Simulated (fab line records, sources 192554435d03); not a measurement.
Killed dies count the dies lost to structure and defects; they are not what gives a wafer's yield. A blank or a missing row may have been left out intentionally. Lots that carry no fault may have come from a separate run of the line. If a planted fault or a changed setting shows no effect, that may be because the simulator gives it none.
Which of the tools did it?    flow n5_finfet    24 lots with 72 wafers sampled at 5 steps, on a route of 1938 steps

== WHAT THE GAUGES READ, wafer by wafer ==
N5_SD_EPI_N_OVL_MEAS_10. Usual: SD_N_BLK_OVL gives -0.5 nm (standard deviation 0.68).
lot   measured     on          SD_N_BLK_OVL (nm)  flag
L074  day 3 02:05  overlay-01  -0.4 -1.1 -0.5     
L075  day 3 08:27  overlay-01  -0.9 -1.0 -0.5     
L076  day 3 13:53  overlay-02  -1.7 -0.6 -1.7     
L077  day 3 19:00  overlay-02  0.3 -0.9 0.1       
L078  day 4 01:35  overlay-01  -1.6 -2.1 -1.3     
L079  day 4 05:36  overlay-01  0.5 0.4 0.5        
L080  day 4 13:06  overlay-01  0.4 -0.6 -0.5      
L081  day 4 20:54  overlay-01  -0.6 -0.2 -0.8     
L082  day 5 04:56  overlay-02  -0.3 -1.3 -0.9     
L083  day 5 08:37  overlay-02  -0.5 -0.7 -0.6     
L084  day 5 15:02  overlay-02  -0.3 -0.3 -0.7     
L085  day 5 19:42  overlay-02  -0.6 -1.5 -0.8     
L086  day 6 00:05  overlay-01  0.3 -0.9 1.1       
L087  day 6 06:14  overlay-02  -0.2 -0.2 0.1      
L088  day 6 10:35  overlay-01  -1.2 -2.3 -1.3     
L089  day 6 17:57  overlay-01  -1.0 -1.0 -1.1     
L090  day 7 01:31  overlay-01  0.7 -0.9 0.4       
L091  day 7 05:31  overlay-02  -0.8 0.4 -0.9      
L092  day 7 13:08  overlay-01  0.2 -0.7 -0.4      
L093  day 7 22:47  overlay-01  0.9 0.3 -0.1       
L094  day 8 06:58  overlay-01  -1.5 -0.4 -0.6     
L095  day 8 14:52  overlay-01  0.2 -1.5 -0.2      
L097  day 8 19:32  overlay-01  -1.2 -0.9 -0.5     
L096  day 8 20:26  overlay-01  -0.7 -0.9 -1.1     

N5_ILD0_THK_MEAS_04. Usual: thk_nm 197.6 nm, standard deviation 1.3.
lot   measured     on             thk_nm (nm)        flag
L074  day 3 15:38  film_metro-02  198.3 195.7 195.2  
L075  day 3 21:12  film_metro-02  196.9 198.0 195.7  
L076  day 8 10:19  film_metro-01  197.1 196.9 198.5  
L077  day 4 08:03  film_metro-02  196.2 197.5 198.6  
L078  day 4 13:15  film_metro-02  198.3 196.3 195.7  
L079  day 4 18:24  film_metro-01  198.6 197.3 200.1  
L080  day 5 01:09  film_metro-02  200.8 199.6 197.7  
L081  day 5 08:41  film_metro-01  199.4 196.7 196.7  
L082  day 5 17:14  film_metro-02  197.5 197.9 197.4  
L083  day 5 21:41  film_metro-01  197.9 196.0 197.8  
L084  day 6 03:00  film_metro-01  198.0 197.2 198.0  
L085  day 6 07:52  film_metro-01  197.6 199.3 198.5  
L086  day 6 12:48  film_metro-02  197.2 197.4 196.6  
L087  day 6 18:13  film_metro-02  197.2 196.8 198.0  
L088  day 6 23:13  film_metro-01  197.9 196.5 196.8  
L089  day 7 05:43  film_metro-02  197.0 196.8 200.5  
L090  day 7 14:31  film_metro-01  194.9 196.4 195.5  
L091  day 7 18:26  film_metro-01  197.0 199.1 196.4  
L092  day 8 01:01  film_metro-02  196.9 199.0 196.4  
L093  day 8 10:47  film_metro-01  198.1 197.5 196.4  
L094  day 8 19:58  film_metro-02  199.5 200.7 196.1  
L095  day 9 03:30  film_metro-02  200.8 196.2 196.0  
L097  day 9 07:31  film_metro-02  199.2 195.8 199.6  
L096  day 9 09:01  film_metro-01  197.0 196.7 197.0  

== WHICH TOOL RAN EACH LOT (tool, then ch and the chambers of the sampled wafers, then the start) ==
lot   N5_SD_EPI_P_ETCH_36                N5_SD_EPI_P_ETCHBACK_46            N5_SD_EPI_P_ETCH_16
L074  rie_diel-05 ch 1,2, day 3 08:06    rie_diel-05 ch 1,2, day 3 08:29    rie_diel-05 ch 1,2, day 3 08:41
L075  rie_diel-05 ch 0,1, day 3 13:43    rie_diel-05 ch 0,1, day 3 14:05    rie_diel-05 ch 0,1, day 3 14:17
L076  rie_diel-02 ch 0,1, day 8 03:10    rie_diel-02 ch 0,1, day 8 03:33    rie_diel-02 ch 0,1, day 8 03:45
L077  rie_diel-04 ch 0,2,3, day 4 00:48  rie_diel-04 ch 0,2,3, day 4 01:11  rie_diel-04 ch 0,2,3, day 4 01:23
L078  rie_diel-05 ch 0,1,3, day 4 05:59  rie_diel-05 ch 0,1,3, day 4 06:22  rie_diel-05 ch 0,1,3, day 4 06:34
L079  rie_diel-04 ch 1,3, day 4 10:44    rie_diel-04 ch 1,3, day 4 11:07    rie_diel-04 ch 1,3, day 4 11:19
L080  rie_diel-04 ch 0,1,2, day 4 17:59  rie_diel-04 ch 0,1,2, day 4 18:22  rie_diel-04 ch 0,1,2, day 4 18:34
L081  rie_diel-04 ch 1,2, day 5 01:28    rie_diel-04 ch 1,2, day 5 01:50    rie_diel-04 ch 1,2, day 5 02:02
L082  rie_diel-02 ch 0,1, day 5 09:43    rie_diel-02 ch 0,1, day 5 10:06    rie_diel-02 ch 0,1, day 5 10:18
L083  rie_diel-05 ch 1,2,3, day 5 13:13  rie_diel-05 ch 1,2,3, day 5 13:36  rie_diel-05 ch 1,2,3, day 5 13:48
L084  rie_diel-04 ch 0,3, day 5 19:52    rie_diel-04 ch 0,3, day 5 20:14    rie_diel-04 ch 0,3, day 5 20:26
L085  rie_diel-04 ch 0,2,3, day 6 00:28  rie_diel-04 ch 0,2,3, day 6 00:50  rie_diel-04 ch 0,2,3, day 6 01:02
L086  rie_diel-05 ch 0,2,3, day 6 05:13  rie_diel-05 ch 0,2,3, day 6 05:36  rie_diel-05 ch 0,2,3, day 6 05:48
L087  rie_diel-02 ch 0,1,2, day 6 11:04  rie_diel-02 ch 0,1,2, day 6 11:26  rie_diel-02 ch 0,1,2, day 6 11:38
L088  rie_diel-04 ch 0,1,3, day 6 15:05  rie_diel-04 ch 0,1,3, day 6 15:28  rie_diel-04 ch 0,1,3, day 6 15:40
L089  rie_diel-04 ch 1,3, day 6 22:34    rie_diel-04 ch 1,3, day 6 22:56    rie_diel-04 ch 1,3, day 6 23:08
L090  rie_diel-04 ch 0,1,3, day 7 07:16  rie_diel-04 ch 0,1,3, day 7 07:38  rie_diel-04 ch 0,1,3, day 7 07:50
L091  rie_diel-04 ch 0,2,3, day 7 10:04  rie_diel-04 ch 0,2,3, day 7 10:27  rie_diel-04 ch 0,2,3, day 7 10:39
L092  rie_diel-05 ch 0,2, day 7 17:44    rie_diel-05 ch 0,2, day 7 18:07    rie_diel-05 ch 0,2, day 7 18:19
L093  rie_diel-05 ch 0,2,3, day 8 03:38  rie_diel-05 ch 0,2,3, day 8 04:01  rie_diel-05 ch 0,2,3, day 8 04:13
L094  rie_diel-04 ch 0,1,3, day 8 12:49  rie_diel-04 ch 0,1,3, day 8 13:11  rie_diel-04 ch 0,1,3, day 8 13:23
L095  rie_diel-05 ch 2,3, day 8 20:22    rie_diel-05 ch 2,3, day 8 20:45    rie_diel-05 ch 2,3, day 8 20:57
L097  rie_diel-04 ch 2,3, day 9 00:18    rie_diel-04 ch 2,3, day 9 00:41    rie_diel-04 ch 2,3, day 9 00:53
L096  rie_diel-05 ch 1,3, day 9 01:41    rie_diel-05 ch 1,3, day 9 02:04    rie_diel-05 ch 1,3, day 9 02:16
- N5_SD_EPI_P_ETCH_36: etches SiARC in CF4, target depth 45.5 nm, time 75.8 s.
- N5_SD_EPI_P_ETCHBACK_46: etches SiNx in CH3F/O2, stops on SiO2, target depth 17.5 nm.
- N5_SD_EPI_P_ETCH_16: etches SiO2 in CHF3/O2, target depth 5 nm.

== WHAT THE TOOLS THEMSELVES READ (means of the sampled wafers that have a number; where no wafer has one, the mark that the record gives instead) ==
N5_SD_EPI_P_ETCH_36. Usual: drypump_motor_current_A 5.4 A, standard deviation 0.39; etch_rf_on_time_s 76.5 s, standard deviation 1.8; oes_product_au 0.65 a.u., standard deviation 0.058; rf_vpp_V 184.3 V, standard deviation 1.1; showerhead_plenum_p_Torr 2.17 Torr, standard deviation 0.067; throttle_valve_pct 15.75 %, standard deviation 0.19.
lot   tool         drypump_motor_current_A (A)  etch_rf_on_time_s (s)  oes_product_au (a.u.)  rf_vpp_V (V)  showerhead_plenum_p_Torr (Torr)  throttle_valve_pct (%)  flag
L074  rie_diel-05  5.8                          74.9                   0.70                   183.3         2.09                             15.64                   
L075  rie_diel-05  5.7                          76.2                   0.68                   184.5         2.18                             15.75                   
L076  rie_diel-02  5.9                          75.5                   0.73                   185.4         2.17                             15.78                   
L077  rie_diel-04  5.3                          76.0                   0.61                   183.5         2.19                             15.81                   
L078  rie_diel-05  5.5                          76.4                   0.65                   184.3         2.15                             15.79                   
L079  rie_diel-04  5.1                          79.0                   0.63                   185.1         2.21                             15.74                   
L080  rie_diel-04  5.1                          77.1                   0.63                   185.0         2.23                             15.75                   
L081  rie_diel-04  5.0                          79.6                   0.59                   185.8         2.22                             15.96                   
L082  rie_diel-02  5.8                          75.0                   0.75                   184.1         2.18                             15.75                   
L083  rie_diel-05  5.7                          75.5                   0.68                   183.5         2.10                             15.66                   
L084  rie_diel-04  5.5                          75.5                   0.63                   184.2         2.20                             15.63                   
L085  rie_diel-04  5.3                          76.0                   0.60                   184.1         2.18                             15.85                   
L086  rie_diel-05  5.4                          76.9                   0.63                   184.9         2.11                             15.85                   
L087  rie_diel-02  5.8                          75.8                   0.70                   184.8         2.20                             15.72                   
L088  rie_diel-04  5.3                          77.6                   0.62                   183.3         2.19                             15.71                   
L089  rie_diel-04  5.1                          78.7                   0.62                   184.5         2.20                             15.77                   
L090  rie_diel-04  5.3                          76.9                   0.62                   185.0         2.19                             15.72                   
L091  rie_diel-04  5.2                          76.5                   0.68                   185.0         2.18                             15.69                   
L092  rie_diel-05  5.2                          75.9                   0.60                   184.1         2.14                             16.02                   
L093  rie_diel-05  5.3                          75.6                   0.62                   183.5         2.10                             15.87                   
L094  rie_diel-04  5.3                          78.5                   0.61                   185.1         2.19                             15.74                   
L095  rie_diel-05  5.6                          75.9                   0.64                   182.9         2.05                             15.74                   
L097  rie_diel-04  5.2                          76.8                   0.64                   183.8         2.14                             15.86                   
L096  rie_diel-05  5.6                          75.8                   0.66                   183.2         2.10                             15.70                   

N5_SD_EPI_P_ETCHBACK_46. Usual: drypump_motor_current_A 5.4 A, standard deviation 0.39; oes_product_au 0.65 a.u., standard deviation 0.055; rf_vpp_V 301 V, standard deviation 6.6; showerhead_plenum_p_Torr 2.02 Torr, standard deviation 0.065; throttle_valve_pct 16.48 %, standard deviation 0.2.
lot   tool         drypump_motor_current_A (A)  oes_product_au (a.u.)  rf_vpp_V (V)  showerhead_plenum_p_Torr (Torr)  throttle_valve_pct (%)  flag
L074  rie_diel-05  5.9                          0.69                   291           1.95                             16.37                   
L075  rie_diel-05  5.7                          0.69                   302           2.04                             16.49                   
L076  rie_diel-02  5.8                          0.72                   297           2.04                             16.59                   
L077  rie_diel-04  5.3                          0.61                   306           2.04                             16.53                   
L078  rie_diel-05  5.5                          0.66                   302           2.01                             16.54                   
L079  rie_diel-04  5.1                          0.65                   303           2.05                             16.44                   
L080  rie_diel-04  5.1                          0.64                   305           2.08                             16.46                   
L081  rie_diel-04  5.0                          0.62                   305           2.07                             16.69                   
L082  rie_diel-02  5.9                          0.75                   297           2.05                             16.54                   
L083  rie_diel-05  5.8                          0.68                   294           1.96                             16.40                   
L084  rie_diel-04  5.4                          0.62                   306           2.05                             16.33                   
L085  rie_diel-04  5.3                          0.61                   305           2.04                             16.56                   
L086  rie_diel-05  5.3                          0.63                   296           1.97                             16.60                   
L087  rie_diel-02  5.7                          0.70                   301           2.06                             16.48                   
L088  rie_diel-04  5.3                          0.63                   304           2.05                             16.41                   
L089  rie_diel-04  5.1                          0.64                   303           2.05                             16.48                   
L090  rie_diel-04  5.3                          0.62                   304           2.05                             16.42                   
L091  rie_diel-04  5.3                          0.68                   305           2.04                             16.41                   
L092  rie_diel-05  5.2                          0.60                   297           2.01                             16.78                   
L093  rie_diel-05  5.3                          0.62                   297           1.96                             16.63                   
L094  rie_diel-04  5.3                          0.62                   305           2.04                             16.43                   
L095  rie_diel-05  5.6                          0.64                   288           1.91                             16.47                   
L097  rie_diel-04  5.3                          0.65                   304           1.99                             16.58                   
L096  rie_diel-05  5.6                          0.65                   300           1.96                             16.44                   

N5_SD_EPI_P_ETCH_16. Usual: drypump_motor_current_A 5.4 A, standard deviation 0.39; oes_product_au 0.76 a.u., standard deviation 0.067; rf_vpp_V 531 V, standard deviation 12; showerhead_plenum_p_Torr 2.44 Torr, standard deviation 0.075; throttle_valve_pct 19.03 %, standard deviation 0.2.
lot   tool         drypump_motor_current_A (A)  oes_product_au (a.u.)  rf_vpp_V (V)  showerhead_plenum_p_Torr (Torr)  throttle_valve_pct (%)  flag
L074  rie_diel-05  5.8                          0.80                   511           2.35                             18.95                   
L075  rie_diel-05  5.7                          0.80                   532           2.46                             19.07                   
L076  rie_diel-02  5.9                          0.85                   524           2.46                             19.18                   
L077  rie_diel-04  5.3                          0.72                   538           2.46                             19.07                   
L078  rie_diel-05  5.5                          0.77                   531           2.42                             19.09                   
L079  rie_diel-04  5.1                          0.74                   535           2.47                             18.98                   
L080  rie_diel-04  5.2                          0.73                   539           2.51                             19.00                   
L081  rie_diel-04  5.0                          0.71                   537           2.49                             19.23                   
L082  rie_diel-02  5.8                          0.88                   524           2.46                             19.14                   
L083  rie_diel-05  5.7                          0.78                   518           2.36                             18.95                   
L084  rie_diel-04  5.5                          0.74                   540           2.47                             18.87                   
L085  rie_diel-04  5.3                          0.71                   538           2.46                             19.10                   
L086  rie_diel-05  5.4                          0.74                   522           2.37                             19.15                   
L087  rie_diel-02  5.8                          0.83                   531           2.47                             19.06                   
L088  rie_diel-04  5.3                          0.73                   537           2.46                             18.93                   
L089  rie_diel-04  5.1                          0.73                   534           2.46                             19.02                   
L090  rie_diel-04  5.3                          0.73                   537           2.46                             18.97                   
L091  rie_diel-04  5.2                          0.80                   537           2.45                             18.98                   
L092  rie_diel-05  5.2                          0.70                   524           2.42                             19.33                   
L093  rie_diel-05  5.3                          0.72                   520           2.37                             19.17                   
L094  rie_diel-04  5.3                          0.71                   537           2.46                             18.98                   
L095  rie_diel-05  5.6                          0.75                   509           2.31                             19.04                   
L097  rie_diel-04  5.3                          0.75                   535           2.40                             19.15                   
L096  rie_diel-05  5.7                          0.77                   527           2.36                             18.98                   

== THE ANSWER, worked out from the rows above alone ==
Rule: lot off if the mean of its wafers having a number is beyond 3 standard deviations from the usual mean. Also off: a lot with no number at a reading for which 4 or more lots have one. Any other lot the step has rows for is counted as sound. After the gauges, taken in route order, come the tools' own readings; for these a lot's mean is taken, as printed above. The first step at which some lot is off is used, and at that step the reading that is off furthest; a lot without a number counts as furthest.
Across all readings shown, no lot is off: no conclusion can be drawn from this.

== WHAT THE SIMULATOR PUT IN ==
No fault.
